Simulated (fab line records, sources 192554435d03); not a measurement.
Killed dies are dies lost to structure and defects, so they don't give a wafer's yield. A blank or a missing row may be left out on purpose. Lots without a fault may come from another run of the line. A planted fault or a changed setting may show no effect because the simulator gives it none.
Split-lot experiment | flow n5_finfet | 7 lots, 21 wafers read, on a route of 1938 steps

THE SPLIT
At N5_BEOL_M7_TRENCH_ETCH_37 (etches SiCOH lowk in C4F6/O2, target depth 93.478 nm, time 31.2 s), the setting bias_w was moved away from the recipe's 185 W on 8 of the 21 wafers read, by -16.6% to +16.8%. The other wafers ran this setting at the recipe's value.

The reading is taken at the split's own step.

THE READING
rf_vpp_V, in V, at N5_BEOL_M7_TRENCH_ETCH_37 (etches SiCOH lowk in C4F6/O2, target depth 93.478 nm, time 31.2 s). Fault-free wafers of this fab line usually give 663 V, standard deviation 20 V.

wafer  | tool, chamber at the split | bias_w as run, W | against the recipe | rf_vpp_V, V | against lot-mates on the recipe
L075.1 | rie_diel-03, 0             | 199.9            | +8.1%              | 722         | +68
L075.2 | rie_diel-03, 2             | 199.9            | +8.1%              | 758         | +104
L075.4 | rie_diel-03, 1             | 185              | recipe             | 654         | -
L081.2 | rie_diel-06, 1             | 185              | recipe             | 673         | -
L081.4 | rie_diel-06, 2             | 185              | recipe             | 671         | -
L081.6 | rie_diel-06, 3             | 185              | recipe             | 632         | -
L084.1 | rie_diel-01, 2             | 185              | recipe             | 675         | -
L084.5 | rie_diel-01, 2             | 185              | recipe             | 675         | -
L084.6 | rie_diel-01, 3             | 185              | recipe             | 656         | -
L086.1 | rie_diel-06, 3             | 205              | +10.8%             | 686         | +48
L086.4 | rie_diel-06, 0             | 205              | +10.8%             | 692         | +54
L086.5 | rie_diel-06, 0             | 185              | recipe             | 638         | -
L090.1 | rie_diel-03, 0             | 185              | recipe             | 679         | -
L090.2 | rie_diel-03, 1             | 196.7            | +6.3%              | 687         | -9
L090.4 | rie_diel-03, 2             | 185              | recipe             | 713         | -
L095.1 | rie_diel-01, 3             | 185              | recipe             | 657         | -
L095.2 | rie_diel-01, 2             | 185              | recipe             | 675         | -
L095.3 | rie_diel-01, 1             | 154.3            | -16.6%             | 568         | -98
L096.1 | rie_diel-03, 3             | 216.1            | +16.8%             | 741         | +86
L096.2 | rie_diel-03, 1             | 216.1            | +16.8%             | 740         | +85
L096.6 | rie_diel-03, 1             | 185              | recipe             | 655         | -

THE FIT
A straight line over all 21 wafers: rf_vpp_V changes by +4.87 V for each +1% of bias_w; r = +0.84; the points scatter about the line by 23 V.
The same after taking each lot's own level away (the mean of its wafers on the recipe; 21 wafers): +5.58 V for each +1%; r = +0.89; scatter 21 V.
On that fit, the largest move of bias_w shifts the reading by 94 V.
The lots' own levels span 638.0 to 696.0 V, that is 2.9 times the standard deviation above.
So the lot-to-lot level changes the slope: the two fits differ.
Check: with one of the wafers moved furthest among these (+16.8%) left out of the fit, the line predicts +95.9 V for it against its lot-mates. It came out at +86 V against them.
Tool readings at the split's step, against how far the setting was moved: rf_vpp_V r = +0.84.

OTHER SPLITS ON THESE WAFERS
These wafers also went through other splits before the reading. Each is held against what the fit with the lots' levels taken away leaves over:
other split on the same wafers | wafers away from the commonest value | r with rf_vpp_V (lot level and that fit taken away)
N5_BEOL_M5_COAT_74 spin_rpm    | 9                                    | -0.04
N5_BEOL_M7_ILD_DEP_00 time_s   | 7                                    | -0.19
N5_BEOL_M7_PECVD_70 temp_c     | 5                                    | +0.01

THE FILE'S OWN FIT
rf_vpp_V changes by +5.45 V for each +1% of bias_w, r = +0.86.
